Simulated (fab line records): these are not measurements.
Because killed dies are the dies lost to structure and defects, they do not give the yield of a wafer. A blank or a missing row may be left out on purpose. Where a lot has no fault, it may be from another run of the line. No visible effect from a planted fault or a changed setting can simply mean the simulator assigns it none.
fab line records | flow nand-harc
record lots=12 wafers=36 last-day=33
route steps=1302 shown A_CHANNEL_HOLE_D1@471 A_DECK1_JOINT@539 A_ONON_D2@565
lots with no fault: from the same line, run without faults
start-h: hours from the record's first day to the start of the lot's first wafer shown | wait-h: time in hours since the lot's previous step | " the same as in the row above | L1.1+2: a row that stands for several wafers | - no value present, or no start provided | * or withheld: withheld | < > ~ a bound
route shown NAME@n: a module of which the file shows steps, and the number in the route of the first | usual: mean/standard deviation of fault-free wafers | same: alike in all rows | chamber/n: place in a boat | sites: the reading at each site | _std_site: the values' standard deviation | _edge_site: outer sites' mean less inner sites' | radius-mm: for every site, how far away it sits from the centre of the wafer | mask NAME#n: copy n | behind: the last tool/chamber to shape the wafer | hold: why the lot went on hold/how many hours it stayed there/how the hold came to an end | device: the n, p or np transistor that did not switch | end of line: tests run on the same wafers once the route is complete | where a step has no rows: the recipe by itself | killed: count of dies lost to structure and defects at first sort (not the wafer's yield) | map: shows each die of a wafer: x if killed, . if not, _ if none is there
set.NAME: the setting that was run; set.NAME@STEP: the one run at that earlier step | model.NAME: the simulator's own value behind a step, which no gauge read
route steps across a sampled set of lots; one table per step, one row per wafer
services: a tool's chamber out of use, with start hour (start-h, from the record's first day; less than 0 if before it), hours out, and reason
## steps
# step NHARC_A_CHANNEL_HOLE_D1_ETCH_19
# recipe bias-v=1200 source-w=2500 pressure-mtorr=15 time-s=34.5 ar-flow-sccm=375 c4f8-flow-sccm=28.8 o2-flow-sccm=96.2 temp-c=-20 target-depth-a=* chemistry=C4F8/O2/Ar
# usual c4f8-flow-sccm=28.82/0.089 drypump-motor-current-A=5.4/0.61 showerhead-plenum-p-Torr=3.73/0.068 throttle-valve-pct=37.038/0.009
# columns lot.wafer tool chamber start-h wait-h c4f8-flow-sccm drypump-motor-current-A rf-hours-counter-h showerhead-plenum-p-Torr throttle-valve-pct
L146.1 har-etch-02 0 191.59 0.7 28.79 6.4 298 3.66 37.037
L146.2 " 1 " " 28.76 5.2 298 3.81 37.037
L146.6 " 0 " " 28.88 6.4 - 3.66 37.026
L148.2 har-etch-01 1 201.70 0.1 28.67 5.4 96 3.77 37.042
L148.1 " 0 " " 28.73 4.7 96 3.77 37.046
L148.5 " 0 " " 28.79 4.7 - 3.77 37.026
L149.2 har-etch-01 0 215.38 0.2 28.80 4.7 103 3.77 37.031
L149.4 " 0 " " 28.71 4.7 - 3.77 37.045
L149.6 " 1 " " 28.78 5.5 - 3.77 37.044
L150.2 har-etch-01 1 224.11 0.1 28.84 5.5 111 3.76 37.048
L150.3 " 0 " " 28.80 4.7 - 3.76 37.048
L150.6 " 0 " " 28.86 4.7 - 3.76 37.034
L151.2 har-etch-02 1 225.53 1.1 28.86 5.2 321 3.80 37.036
L151.1 " 0 " " 28.66 6.4 321 3.65 37.046
L151.5 " 0 " " 28.68 6.4 - 3.65 37.032
L157.3 har-etch-01 0 283.37 0.1 28.72 4.7 - 3.74 37.025
L157.5 " 0 " " 28.73 4.7 - 3.74 37.044
L157.6 " 1 " " 28.71 5.4 - 3.74 37.046
L156.3 har-etch-01 1 287.56 3.0 28.85 5.5 - 3.74 37.034
L156.6 " 0 " " 28.73 4.7 - 3.74 37.046
L156.5 " 1 " " 28.86 5.4 - 3.74 37.020
L160.4 har-etch-02 0 324.67 0.4 28.96 6.4 - 3.62 37.029
L160.5 " 0 " " 28.93 6.4 - 3.62 37.040
L160.6 " 1 " " 28.85 5.2 - 3.78 37.042
L159.1 har-etch-01 1 325.00 0.5 28.89 5.4 172 3.73 37.030
L159.6 " 1 " " 28.88 5.4 - 3.73 37.031
L159.5 " 0 " " 28.72 4.7 - 3.73 37.018
L161.1 har-etch-02 1 328.85 2.7 28.80 5.2 359 3.78 37.036
L161.3 " 1 " " 28.94 5.2 - 3.78 37.033
L161.4 " 0 " " 28.76 6.3 - 3.62 37.037
L165.2 har-etch-01 0 366.28 2.5 28.76 4.7 198 3.71 37.046
L165.3 " 1 " " 28.66 5.4 - 3.71 37.053
L165.5 " 1 " " 28.92 5.4 - 3.71 37.024
L167.1 har-etch-01 0 394.73 5.2 28.84 4.7 218 3.70 37.024
L167.4 " 0 " " 28.91 4.7 - 3.70 37.042
L167.5 " 1 " " 28.63 5.4 - 3.70 37.030
# step NHARC_A_DECK1_JOINT_CMP_02
# recipe material=SiOx
# usual motor-current-A=12.2/1.3
# columns lot.wafer tool chamber start-h wait-h motor-current-A
L146.2 cmp-04 1 278.70 0.4 10.9
L146.1 " 2 " " 11.9
L146.6 " 1 " " 11.4
L148.2 cmp-04 3 288.56 0.4 14.2
L148.1 " 0 " " 12.1
L148.5 " 0 " " 11.8
L149.2 cmp-04 3 301.83 0.4 14.4
L149.4 " 0 " " 12.7
L149.6 " 3 " " 14.4
L151.2 cmp-03 0 313.89 0.4 13.5
L151.1 " 2 " " 12.4
L151.5 " 3 " " 13.2
L150.2 cmp-02 3 313.89 0.4 10.4
L150.3 " 1 " " 12.8
L150.6 " 3 " " 9.8
L157.3 cmp-03 0 372.71 0.4 13.9
L157.6 " 0 " " 13.8
L157.5 " 1 " " 10.4
L156.3 cmp-04 3 372.79 0.4 13.9
L156.6 " 0 " " 12.4
L156.5 " 1 " " 11.3
L161.4 cmp-02 2 415.36 0.4 13.5
L161.3 " 0 " " 14.3
L161.1 " 1 " " 12.0
L159.1 cmp-04 2 415.36 0.4 10.8
L159.5 " 2 " " 11.9
L159.6 " 3 " " 14.4
L160.4 cmp-03 0 415.43 0.4 13.2
L160.6 " 1 " " 10.0
L160.5 " 2 " " 12.8
L165.2 cmp-03 2 458.61 0.4 12.3
L165.3 " 1 " " 9.8
L165.5 " 3 " " 13.1
L167.4 cmp-03 2 487.70 0.4 11.7
L167.1 " 3 " " 13.3
L167.5 " 3 " " 13.1
# step NHARC_A_DECK1_JOINT_DEP_16
# recipe target-thk-a=450 temp-c=400 pressure-torr=6.5 rf-w=900 teos-flow-sccm=161.4 flow-sccm=2650 target-thk-nm=45 gas=O2 material=SiO2
# usual heater-power-w=504/89 rf-fwd-power-W=895.9/2.7 showerhead-vpp-V=1852/120 throttle-valve-pct=15.8/0.51
# columns lot.wafer tool chamber start-h wait-h heater-power-w rf-fwd-power-W showerhead-vpp-V throttle-valve-pct
L146.2 pecvd-02 0 279.30 0.3 552 896.7 1736 15.8
L146.1 " 1 " " 487 896.6 1903 15.6
L146.6 " 0 " " 538 893.5 1710 15.9
L148.2 pecvd-03 0 288.94 0.1 605 891.4 1900 16.1
L148.1 " 1 " " 701 896.3 1785 15.7
L148.5 " 1 " " 688 898.5 1792 15.8
L149.2 pecvd-01 2 302.22 0.1 498 899.3 1702 15.7
L149.4 " 1 " " 606 900.1 1677 16.9
L149.6 " 2 " " 505 897.7 1729 15.7
L150.3 pecvd-03 0 314.29 0.1 657 893.3 1921 16.1
L150.2 " 1 " " 546 896.5 1793 15.5
L150.6 " 0 " " 681 895.2 1927 16.3
L151.2 pecvd-02 2 314.43 0.2 344 896.1 2086 15.8
L151.1 " 1 " " 573 899.5 1866 15.8
L151.5 " 0 " " 532 897.8 1745 15.8
L156.3 pecvd-02 1 373.10 0.1 559 895.8 1840 15.6
L156.5 " 2 " " 345 894.7 2046 15.9
L156.6 " 0 " " 570 895.7 1721 16.1
L157.3 pecvd-02 0 373.33 0.3 471 896.9 1724 16.0
L157.5 " 1 " " 533 893.9 1850 15.8
L157.6 " 0 " " 461 899.9 1727 15.9
L161.1 pecvd-03 1 415.75 0.1 372 1255.3 2085 15.2
L161.3 " 0 " " 456 1254.4 2267 16.1
L161.4 " 0 " " 452 1251.8 2248 15.9
L159.1 pecvd-01 2 415.81 0.2 452 900.5 1711 15.7
L159.5 " 0 " " 544 893.7 1971 15.8
L159.6 " 2 " " 462 897.7 1698 15.8
L160.5 pecvd-03 2 416.00 0.3 455 1253.9 2236 14.7
L160.4 " 0 " " 434 1251.1 2290 15.9
L160.6 " 1 " " 445 1258.3 2149 15.2
L165.2 pecvd-02 1 459.02 0.1 471 897.9 1880 15.3
L165.3 " 2 " " 381 894.5 2023 15.9
L165.5 " 2 " " 397 889.8 2030 15.7
L167.1 pecvd-01 2 488.12 0.1 446 900.4 1731 15.9
L167.5 " 1 " " 595 895.4 1699 16.8
L167.4 " 0 " " 538 894.9 2008 15.9
# step NHARC_A_DECK1_JOINT_THK_MEAS_17
# recipe thk-meas-gauge=ellipsometry
# usual thk-nm=45.1/1.1
# columns lot.wafer tool chamber start-h wait-h thk-nm
L146.1 film-metro-01 - 279.55 0.2 44.6
L146.2 " - " " 44.3
L146.6 " - " " 46.6
L148.1 film-metro-02 - 289.22 0.2 44.5
L148.2 " - " " 43.6
L148.5 " - " " 44.9
L149.2 film-metro-01 - 302.47 0.2 45.0
L149.4 " - " " 46.0
L149.6 " - " " 46.1
L150.2 film-metro-02 - 314.55 0.2 43.3
L150.3 " - " " 43.1
L150.6 " - " " 44.6
L151.1 film-metro-01 - 314.71 0.2 44.4
L151.2 " - " " 44.7
L151.5 " - " " 46.2
L156.3 film-metro-01 - 373.38 0.3 43.7
L156.5 " - " " 47.5
L156.6 " - " " 45.2
L157.3 film-metro-01 - 373.55 0.2 45.1
L157.5 " - " " 45.9
L157.6 " - " " 44.9
L161.1 film-metro-02 - 416.02 0.3 48.0
L161.3 " - " " 49.0
L161.4 " - " " 49.2
L159.1 film-metro-01 - 416.03 0.2 45.9
L159.5 " - " " 43.6
L159.6 " - " " 46.1
L160.4 film-metro-02 - 416.20 0.1 51.0
L160.5 " - " " 51.3
L160.6 " - " " 51.2
L165.2 film-metro-01 - 459.28 0.2 43.7
L165.3 " - " " 44.5
L165.5 " - " " 46.1
L167.1 film-metro-01 - 488.37 0.2 45.2
L167.4 " - " " 46.0
L167.5 " - " " 46.4
# step NHARC_A_ONON_D2_THK_MEAS_30
# recipe thk-meas-gauge=ellipsometry
# usual thk-nm=999/10
# columns lot.wafer tool chamber start-h wait-h thk-nm
L146.1 film-metro-01 - 292.52 - 1018
L146.2 " - " " 1016
L146.6 " - " " 1018
L148.1 film-metro-01 - 301.72 - 994
L148.2 " - " " 997
L148.5 " - " " 995
L149.2 film-metro-02 - 315.86 - 1004
L149.4 " - " " 1005
L149.6 " - " " 1006
L150.2 film-metro-02 - 327.03 - 994
L150.3 " - " " 994
L150.6 " - " " 996
L151.1 film-metro-01 - 327.03 - 995
L151.2 " - " " 994
L151.5 " - " " 996
L156.3 film-metro-01 - 386.27 - 1005
L156.5 " - " " 1007
L156.6 " - " " 1005
L157.3 film-metro-01 - 386.29 - 994
L157.5 " - " " 991
L157.6 " - " " 993
L159.1 film-metro-02 - 428.90 - 1001
L159.5 " - " " 1000
L159.6 " - " " 1000
L160.4 film-metro-01 - 428.92 - 986
L160.5 " - " " 985
L160.6 " - " " 984
L161.1 film-metro-02 - 428.92 - 998
L161.3 " - " " 997
L161.4 " - " " 997
L165.2 film-metro-02 - 473.41 - 997
L165.3 " - " " 998
L165.5 " - " " 997
L167.1 film-metro-01 - 500.99 - 998
L167.4 " - " " 998
L167.5 " - " " 997
## services
# columns tool chamber start-h hours kind
cmp-04 - 174.86 2.9 repair
pecvd-02 - 176.27 1.7 repair
cmp-03 - 181.75 5.0 repair
cmp-03 - 201.54 4.0 pm
cmp-04 - 209.24 4.0 pm
pecvd-02 - 210.41 5.7 repair
cmp-04 - 224.24 0.6 repair
pecvd-02 - 227.34 13.0 pm
har-etch-01 - 240.63 3.7 repair
cmp-04 - 260.51 2.2 repair
cmp-03 - 277.94 1.6 repair
cmp-03 - 299.54 4.0 pm
cmp-04 - 307.24 4.0 pm
cmp-03 - 332.02 1.9 repair
pecvd-02 2 347.30 4.7 repair
pecvd-02 2 352.15 2.2 repair
cmp-03 - 383.72 4.4 repair
cmp-03 - 397.54 4.0 pm
pecvd-02 2 400.28 22.6 repair
cmp-04 - 405.24 4.0 pm
pecvd-02 - 408.34 13.0 pm
har-etch-01 - 427.78 1.1 repair
cmp-03 - 430.86 0.6 repair
cmp-04 - 445.60 6.0 repair
## key
first-sign step=NHARC_A_DECK1_JOINT_DEP_16 reading=rf-fwd-power-W direction=up sigmas=99+ usual=* struck=*
effect step=NHARC_A_DECK1_JOINT_DEP_16 reading=showerhead-vpp-V direction=up sigmas=3 usual=1852 struck=2213
effect step=NHARC_A_DECK1_JOINT_THK_MEAS_17 reading=thk-nm direction=up sigmas=4.4 usual=45.1 struck=50.0
met-at NHARC_A_DECK1_JOINT_DEP_16
struck-lots L160,L161
tester-left-out L160,L161
not-acting-at NHARC_A_CHANNEL_HOLE_D1_ETCH_19,NHARC_A_DECK1_JOINT_CMP_02,NHARC_A_ONON_D2_THK_MEAS_30
fault kind=process-parameter-drift tool=pecvd-03 chamber=- onset-h=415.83 steps=NHARC_A_DECK1_JOINT_DEP_16 channel=rf-w offset=* shape=step end-h=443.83 acts-in=* stated=*
# tester-left-out: of these lots the tester's yield and bins aren't shown, on N5 and GAA mostly nor the transistor test; their killed dies are dies lost to structure and defects alone, not to doping, threshold or leakage, so they don't give the yield
